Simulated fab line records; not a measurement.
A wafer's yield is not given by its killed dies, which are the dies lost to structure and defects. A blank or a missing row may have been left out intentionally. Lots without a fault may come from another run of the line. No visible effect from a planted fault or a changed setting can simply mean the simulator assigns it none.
What tool caused it? ; flow n5Finfet ; 23 lots, 69 wafers sampled, at 1 step of a route of 1938

## WHAT EACH GAUGE READ, for each wafer
N5_BEOL_M5_CD_MEAS_11: the cd target is 27.74 nm. Usual: cdNm reads 27.97 nm (standard deviation 0.24).
lot;measured;on;cdNm (nm);flag
L074;day 7 14:56;cdSem-01;28.05 27.40 27.78;
L075;day 8 07:04;cdSem-03;28.30 28.01 27.89;
L077;day 8 14:30;cdSem-02;27.83 27.67 27.83;
L076;day 8 16:01;cdSem-02;28.15 28.24 27.91;
L078;day 9 08:12;cdSem-03;28.14 28.12 28.20;
L080;day 9 11:07;cdSem-01;28.12 28.10 28.04;
L079;day 9 11:21;cdSem-02;28.11 28.07 27.73;
L081;day 9 16:19;cdSem-01;28.30 28.03 28.17;
L082;day 10 09:15;cdSem-03;27.89 28.00 27.97;
L083;day 10 12:14;cdSem-01;27.80 27.61 27.68;
L084;day 10 15:14;cdSem-01;27.91 27.92 28.05;
L085;day 10 16:20;cdSem-03;27.73 28.08 27.83;
L086;day 10 20:09;cdSem-03;27.76 27.95 28.12;
L087;day 10 23:53;cdSem-02;27.54 27.38 27.66;
L088;day 11 18:17;cdSem-01;28.49 27.93 28.75;
L089;day 11 20:52;cdSem-03;27.88 27.81 27.93;
L090;day 12 01:46;cdSem-03;27.86 28.22 28.20;
L092;day 12 22:49;cdSem-02;28.23 27.71 27.83;
L095;day 13 07:43;cdSem-01;28.20 28.13 28.09;
L093;day 13 10:29;cdSem-01;28.12 28.18 27.96;
L097;day 13 14:16;cdSem-02;27.75 28.18 27.64;
L094;day 13 17:29;cdSem-01;27.89 27.68 27.83;
L096;day 14 04:11;cdSem-03;27.92 27.54 27.94;

## WHICH TOOL RAN EACH LOT (tool, then ch and the chambers of the sampled wafers, then the start)
Before these readings, the record contains no process step.

## AS READ BY THE TOOLS THEMSELVES (means over the sampled wafers that have a number; for cases with no such wafer, the mark the record gives instead)
The record holds no such reading with a usual standard deviation.

## THE ANSWER, worked out from the rows above alone
Rule: a lot is off if the mean of its wafers that have a number lies more than 3 standard deviations from the usual mean. A lot without any number at a reading at which 4 lots or more have one is off too. Any other lot the step has rows for is counted as sound. After the gauges, taken in route order, come the tools' own readings; for these a lot's mean is taken, as printed above. At the first step where some lot is off, the reading lying furthest off is the one used; lots without a number count as furthest.
No lot is off on any of the readings shown, so nothing can be concluded from this.

## WHAT THE SIMULATOR PUT IN
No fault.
